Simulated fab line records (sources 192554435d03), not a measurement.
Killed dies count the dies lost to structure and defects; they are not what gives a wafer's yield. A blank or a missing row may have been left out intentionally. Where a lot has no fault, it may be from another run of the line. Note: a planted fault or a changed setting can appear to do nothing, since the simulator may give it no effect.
Which tool did it? || flow n5 finfet || 11 lots, 33 wafers sampled, at 1 step of a route of 1938

WHAT EACH GAUGE READ, for each wafer
N5_BEOL_M5_THK_MEAS_01.
{"lot": "L773", "measured": "day 9 01:30", "on": "film metro-01", "M5_ILD_THK (nm)": "119.2 121.2 121.4"}
{"lot": "L774", "measured": "day 9 01:46", "on": "film metro-01", "M5_ILD_THK (nm)": "122.7 122.7 125.2"}
{"lot": "L777", "measured": "day 9 17:01", "on": "film metro-01", "M5_ILD_THK (nm)": "119.6 121.2 121.6"}
{"lot": "L778", "measured": "day 9 17:19", "on": "film metro-02", "M5_ILD_THK (nm)": "117.8 118.2 120.4"}
{"lot": "L780", "measured": "day 10 10:20", "on": "film metro-01", "M5_ILD_THK (nm)": "119.8 121.5 121.9"}
{"lot": "L785", "measured": "day 11 11:33", "on": "film metro-01", "M5_ILD_THK (nm)": "122.1 123.0 125.1"}
{"lot": "L789", "measured": "day 12 12:10", "on": "film metro-01", "M5_ILD_THK (nm)": "120.4 118.4 120.9"}
{"lot": "L788", "measured": "day 12 13:27", "on": "film metro-02", "M5_ILD_THK (nm)": "119.0 120.7 122.0"}
{"lot": "L790", "measured": "day 13 02:51", "on": "film metro-01", "M5_ILD_THK (nm)": "121.5 122.3 121.1"}
{"lot": "L793", "measured": "day 13 16:10", "on": "film metro-02", "M5_ILD_THK (nm)": "122.6 123.4 121.5"}
{"lot": "L794", "measured": "day 13 19:40", "on": "film metro-02", "M5_ILD_THK (nm)": "119.1 121.1 123.3"}

WHAT TOOL EACH LOT RAN ON (gives the tool, then ch and the chambers of the sampled wafers, and finally the start)
Before these readings, the record contains no process step.

THE ANSWER, worked out from the rows above alone
Rule: the usual values come from the lots themselves. The widest of any qualifying gaps counts: lots, ordered by their means at a reading, are off when they make up no more than a third of the lots, leave a main group of 4 or more, and stand apart from it by 3 or more times the standard deviation of that group's means. A main group is skipped when, at the precision printed for the reading in the tables above, its means are all equal. A lot without any number at a reading at which 4 lots or more have one is off too. The other lots that the step has rows for count as sound.
Across all readings shown, no lot is off: no conclusion can be drawn from this.

WHAT THE SIMULATOR HAD INSERTED
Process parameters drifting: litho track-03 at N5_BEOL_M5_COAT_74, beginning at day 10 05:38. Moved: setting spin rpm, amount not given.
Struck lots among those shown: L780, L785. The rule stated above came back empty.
